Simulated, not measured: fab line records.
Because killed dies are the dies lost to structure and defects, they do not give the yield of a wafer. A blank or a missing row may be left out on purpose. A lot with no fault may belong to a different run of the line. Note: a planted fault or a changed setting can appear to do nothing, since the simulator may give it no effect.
2 desks looking at one fault / flow nand harc / only its own numbers are on each desk; what lay behind them is given at the end

== FROM THE METROLOGY DESK ==
What the gauges read, lot by lot, whatever tool the lot ran on: means of the sampled wafers that have a number. Any lot whose mean is over 4 standard deviations away from the usual mean is out of limits and marked OUT; that distance is given in the brackets.
Columns: A = cd nm at NHARC_THIN_TSV_CD_MEAS_33, usual 4998.4 nm
lot=L689; first seen here=day 25 12:44; A=5001.1
lot=L690; first seen here=day 26 03:09; A=4999.2
lot=L705; first seen here=day 32 17:13; A=4996.4
lot=L706; first seen here=day 32 18:36; A=4999.6
lot=L708; first seen here=day 33 21:28; A=4998.4
This desk's finding: nothing out of limits on any of the 5 lots.

== FOR THE TOOL OWNER'S DESK: rie metal-01 ==
The tool's own readings at NHARC_THIN_TSV_ETCH_59 (etches the open film in Cl2/BCl3, target depth 880 nm, time 138.1 s): means of the sampled wafers that have a number, for each lot that ran on this tool. Any lot whose mean is over 4 standard deviations away from the usual mean is out of limits and marked OUT; that distance is given in the brackets.
Columns: A = bcl3 flow sccm at NHARC_THIN_TSV_ETCH_59, usual 30.00 sccm; B = bias w at NHARC_THIN_TSV_ETCH_59, usual 100.02 W; C = drypump motor current A at NHARC_THIN_TSV_ETCH_59, usual 5.4 A; D = oes product au at NHARC_THIN_TSV_ETCH_59, usual 1.002 a.u.; E = throttle valve pct at NHARC_THIN_TSV_ETCH_59, usual 22.264 %
lot=L689; first seen here=day 25 13:01; A=30.02; B=100.22; C=5.5; D=0.999; E=22.257
lot=L690; first seen here=day 26 03:26; A=30.02; B=99.76; C=5.7; D=1.002; E=22.273
lot=L705; first seen here=day 32 17:31; A=29.94; B=100.02; C=5.4; D=0.985; E=22.267
This desk's finding: nothing out of limits on any of the 3 lots.

== TAKEN TOGETHER ==
Metrology desk: nothing out of limits seen.
The tool owner's desk saw nothing out of limits.

== WHAT WAS PUT IN BY THE SIMULATOR ==
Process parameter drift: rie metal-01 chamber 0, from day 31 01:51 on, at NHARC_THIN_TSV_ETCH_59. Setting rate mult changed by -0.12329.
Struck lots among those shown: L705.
